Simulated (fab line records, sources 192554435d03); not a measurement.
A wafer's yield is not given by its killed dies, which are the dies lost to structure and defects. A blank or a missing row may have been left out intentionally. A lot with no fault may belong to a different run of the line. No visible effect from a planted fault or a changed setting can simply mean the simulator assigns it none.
Problem report in the 8D (eight disciplines) form, filled by code    flow n5 finfet    the parts of the form that need people (team, actions taken, sign-off) are left out

== 1. THE PROBLEM ==
N5_PASSIVATION_PROBE_49, killed_at_M4_up: mean 116 over 1 wafer from 1 lot; wafers with no fault: 13, standard deviation 4.7. That is +22 standard deviations from the usual mean.
Earliest sighting: wafer L915.2 on prober-02 at day 17 18:26. The record holds 3 wafers of 1 lot with a number at this step. Rule for "out" (also "out of limits"): further than 4 standard deviations from the usual mean. The rest of the wafers with a number are treated as sound.

== 2. WHAT IT IS AND WHAT IT IS NOT ==
question                     is                                                                                                    is not
which readings at this step  killed_at_M4_up, defect limited yield, killed dies, sort_bin_5_function, sort n pass, sort yield pct  killed_at_M0_to_M3, killed at contacts, killed at front end, killed at other, killed open, killed short, sort_bin_6_memory, sort_bin_8_speed
which lots                   L915                                                                                                  -
which wafers of those lots   L915.2                                                                                                L915.3, L915.5
read on which tools          prober-02                                                                                             -
when                         from day 17 18:26                                                                                     up to then (0 sound wafers); but 2 sound wafers of L915 came after

== 3. WHAT RULES OUT EACH SUSPECT ==
Counting: a tool at a process step up to the reading stays a suspect if it ran every lot that is out. Sound lots after the first of them don't rule it out here, since some wafers of a struck lot are sound.
- rie diel-04 at N5_BEOL_M5_TRENCH_ETCH_37 (etches SiCOH lowk in C4F6/O2, target depth 71.652 nm, time 24.7 s): kept. It ran the lot that is out, L915 (day 13 10:07). N5_BEOL_M5_TRENCH_ETCH_37: start missing for some lots; hours and lot order therefore follow N5_BEOL_M5_OCD_MEAS_38.
- wet bench-02 at N5_BEOL_M5_HM_STRIP_39 (strips TiN in peroxide tin strip, target depth 25 nm, time 158 s): kept. It ran the lot that is out, L915 (day 13 10:08).
- ald metal-02 at N5_BEOL_M5_ALD_86 (deposits TaN, pulse time 2 s, purge time 3 s, co reactant purge time 2 s): kept. It ran the lot that is out, L915 (day 13 10:46).
- pvd sputter-03 at N5_BEOL_M5_SPUTTER_88 (material Cu, target thk 15 nm, time 27.62 s): kept. It ran the lot that is out, L915 (day 13 16:20).
- pvd sputter-03 at N5_BEOL_M5_SPUTTER_90 (material Cu, target thk 4.5 nm, time 8.29 s): kept. It ran the lot that is out, L915 (day 13 17:25).
- cvd co-01 at N5_BEOL_M5_PRE_CLEAN_77 (time 15 s): kept. It ran the lot that is out, L915 (day 13 19:02).
- prober-02 at N5_PASSIVATION_PROBE_49: kept. It ran the lot that is out, L915 (day 17 18:26). Its own defect limited yield, killed_at_M4_up, killed dies, sort_bin_5_function, sort n pass, sort yield pct readings are out on those wafers.
- Within rie diel-04 at N5_BEOL_M5_TRENCH_ETCH_37: the wafers that are out ran in chamber 3; their sound lot-mates ran in chamber 2.
- wet bench-02, N5_BEOL_M5_HM_STRIP_39: wafers that are out in chamber 2, sound lot-mates in chambers 0, 3.
- ald metal-02, N5_BEOL_M5_ALD_86: wafers that are out in chamber 0, sound lot-mates in chambers 1, 2.
- Within cvd co-01 at N5_BEOL_M5_PRE_CLEAN_77: the wafers that are out ran in chamber 1; their sound lot-mates ran in chamber 0.
Left after counting: rie diel-04 at N5_BEOL_M5_TRENCH_ETCH_37, wet bench-02 at N5_BEOL_M5_HM_STRIP_39, ald metal-02 at N5_BEOL_M5_ALD_86, pvd sputter-03 at N5_BEOL_M5_SPUTTER_88, pvd sputter-03 at N5_BEOL_M5_SPUTTER_90, cvd co-01 at N5_BEOL_M5_PRE_CLEAN_77, prober-02 at N5_PASSIVATION_PROBE_49.

== 4. THE CAUSE (what the simulator had put in) ==
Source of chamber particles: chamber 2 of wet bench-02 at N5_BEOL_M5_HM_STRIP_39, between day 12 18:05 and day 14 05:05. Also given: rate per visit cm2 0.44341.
7 suspects survive the count, and this tool is in that group.

== 5. SEQUENCE OF EFFECTS, ordered by route ==
Each row: a reading where the mean over the struck wafers with a number is more than 3 standard deviations away from the usual. Scope: only readings with a usual standard deviation given in the record; hours: median across lots of the time from each lot's start at the first step in this table that gives one to its start at this step; sigmas: change in usual standard deviations.
hours  step                     reading               usual   on struck wafers  change  sigmas
0      N5_PASSIVATION_PROBE_49  defect limited yield  91.5 %  84.5              -7.0    -5.4
0      N5_PASSIVATION_PROBE_49  killed_at_M4_up       13      116               +103    +22
0      N5_PASSIVATION_PROBE_49  killed dies           101     183               +82     +5.5
0      N5_PASSIVATION_PROBE_49  sort_bin_5_function   5.0 %   9.7               +4.7    +5.3
0      N5_PASSIVATION_PROBE_49  sort n pass           1079    997               -82     -5.1
0      N5_PASSIVATION_PROBE_49  sort yield pct        91.4 %  84.5              -6.9    -4.9
The process steps in it:
- N5_PASSIVATION_PROBE_49

== 6. HOW IT WOULD HAVE BEEN CAUGHT EARLIER ==
120 hours passed between the start of the fault at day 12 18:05 and the first reading out of limits in this record, taken at day 17 18:26.
No tool reading at N5_BEOL_M5_HM_STRIP_39 that has a usual standard deviation in the record was out on any struck wafer, so an alarm limit of 4 standard deviations on those readings would not have fired.
Each of the lots that are out, 1 in all, had begun N5_BEOL_M5_HM_STRIP_39 on wet bench-02 no later than day 17 18:26. Had the tool been put on hold then, not one of them would have been saved.
